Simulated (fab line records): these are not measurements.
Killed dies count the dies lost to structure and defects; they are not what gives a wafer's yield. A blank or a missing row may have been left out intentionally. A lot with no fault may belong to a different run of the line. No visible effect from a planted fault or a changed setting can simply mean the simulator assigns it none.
Chamber matching | flow n5 finfet | N5_MOL_CONTACT_COAG_ALD_20 on ald metal-02: 4 sister chambers
The step deposits TiN, target thk 1.5 nm, pulse time 1 s, purge time 3 s. 33 wafers are shown with their chamber, then 12 later ones without.

WAFERS WITH THEIR CHAMBER
wafer  | chamber | heater power w (W) | heater power outer w (W) | susceptor temp C (C)
L076.1 | 2       | 856                | 511                      | 399.90
L076.3 | 0       | 942                | 546                      | 399.91
L076.4 | 1       | 818                | 462                      | 399.99
L077.2 | 2       | 860                | 517                      | 399.88
L077.3 | 1       | 805                | 485                      | 400.14
L077.6 | 0       | 943                | 560                      | 399.73
L078.1 | 3       | 793                | 530                      | 399.92
L078.2 | 0       | 942                | 558                      | 399.95
L078.5 | 3       | 789                | 527                      | 400.17
L079.1 | 2       | 831                | 514                      | 400.04
L079.5 | 1       | 793                | 468                      | 400.00
L079.6 | 0       | 949                | 555                      | 399.94
L080.1 | 1       | 815                | 471                      | 399.96
L080.2 | 2       | 852                | 528                      | 399.77
L080.6 | 3       | 790                | 530                      | 400.03
L083.4 | 3       | 795                | 525                      | 400.09
L083.5 | 2       | 824                | 510                      | 399.62
L083.6 | 1       | 813                | 462                      | 399.75
L084.2 | 3       | 782                | 544                      | 399.99
L084.4 | 2       | 852                | 513                      | 399.91
L084.5 | 1       | 817                | 466                      | 400.22
L086.2 | 0       | 937                | 549                      | 400.17
L086.4 | 3       | 772                | 518                      | 400.41
L086.6 | 0       | 940                | 537                      | 399.88
L087.1 | 1       | 800                | 471                      | 400.28
L087.3 | 3       | 767                | 531                      | 400.36
L087.6 | 1       | 819                | 463                      | 400.24
L089.3 | 1       | 801                | 470                      | 399.97
L089.4 | 0       | 948                | 558                      | 399.84
L089.5 | 0       | 934                | 563                      | 399.93
L090.2 | 1       | 780                | 472                      | 400.01
L090.5 | 0       | 958                | 564                      | 400.02
L090.6 | 1       | 791                | 469                      | 400.06

SIGNATURES (means of the wafers above)
reading              | chamber 0 | chamber 1 | chamber 2 | chamber 3 | scatter within a chamber
heater power w       | 943.67    | 804.73    | 845.83    | 784.00    | 11.5
heater power outer w | 554.44    | 469.00    | 515.50    | 529.29    | 7.5
susceptor temp C     | 399.9300  | 400.0564  | 399.8533  | 400.1386  | 0.151
Rule: for a wafer and a chamber, the distance is found by dividing, reading by reading, the gap between the wafer's reading and the chamber's mean by the reading's scatter, squaring, summing and taking the root. If the next closest chamber is less than 2 further off than the closest, the wafer can't be placed; otherwise it belongs to the closest. The scatter is the square root of a quotient: the sum, over the shown wafers, of each reading's squared deviation from its chamber's mean, divided by wafers minus chambers.

WAFERS WITHOUT THEIR CHAMBER
wafer  | heater power w (W) | heater power outer w (W) | susceptor temp C (C)
L093.3 | 787                | 483                      | 400.06
L093.4 | 799                | 520                      | 400.03
L093.5 | 807                | 473                      | 399.80
L095.4 | 851                | 525                      | 399.75
L095.5 | 798                | 465                      | 399.83
L095.6 | 886                | 532                      | 399.94
L096.2 | 956                | 553                      | 399.57
L096.3 | 801                | 479                      | 399.69
L096.6 | 801                | 474                      | 399.77
L097.1 | 859                | 509                      | 399.96
L097.3 | 812                | 466                      | 400.26
L097.4 | 948                | 536                      | 399.73

WHICH CHAMBER EACH ONE RAN IN
wafer  | from the rows above     | in truth
L093.3 | 1                       | 1
L093.4 | 3                       | 3
L093.5 | 1                       | 1
L095.4 | 2                       | 2
L095.5 | 1                       | 1
L095.6 | can't be placed: 2 or 0 | 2
L096.2 | 0                       | 0
L096.3 | 1                       | 1
L096.6 | 1                       | 1
L097.1 | 2                       | 2
L097.3 | 1                       | 1
L097.4 | 0                       | 0
Placed correctly: 11 of 12. These rows do not allow placing 1 (true chamber among the candidates in 1). Wrongly placed: 0.
